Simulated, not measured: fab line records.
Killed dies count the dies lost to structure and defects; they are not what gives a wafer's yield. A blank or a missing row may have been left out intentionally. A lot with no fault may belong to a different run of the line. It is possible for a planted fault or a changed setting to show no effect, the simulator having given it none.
Which tool is to blame? | flow nand-harc | route of 1302 steps, sampled at 1 step: 6 lots, 18 wafers

== WHAT EACH GAUGE READ, for each wafer ==
NHARC_P_M0_THK_MEAS_24: measures by xrf.
lot  | measured     | on            | thk-nm (nm)
L720 | day 7 05:31  | film-metro-02 | 116.8 117.9 118.4
L726 | day 10 01:53 | film-metro-02 | 119.0 115.1 115.2
L733 | day 12 21:21 | film-metro-01 | 118.1 118.3 116.8
L736 | day 14 00:01 | film-metro-01 | 117.0 115.3 120.9
L738 | day 14 17:52 | film-metro-02 | 114.8 116.9 119.5
L740 | day 15 13:44 | film-metro-02 | 117.0 115.7 117.7

== EACH LOT AND THE TOOL THAT RAN IT (in order: tool; ch and the chambers of the sampled wafers; start) ==
The record holds no process step before these readings.

== THE ANSWER, worked out from the rows above alone ==
Rule: usual is defined by the lots themselves. The widest of any qualifying gaps counts: lots, ordered by their means at a reading, are off when they make up no more than a third of the lots, leave a main group of 4 or more, and stand apart from it by 3 or more times the standard deviation of that group's means. A main group is skipped when, at the precision printed for the reading in the tables above, its means are all equal. A lot without any number at a reading at which 4 lots or more have one is off too. The other lots that the step has rows for count as sound.
No lot is off at any reading shown: from this, nothing can be told.

== WHAT WAS PUT IN BY THE SIMULATOR ==
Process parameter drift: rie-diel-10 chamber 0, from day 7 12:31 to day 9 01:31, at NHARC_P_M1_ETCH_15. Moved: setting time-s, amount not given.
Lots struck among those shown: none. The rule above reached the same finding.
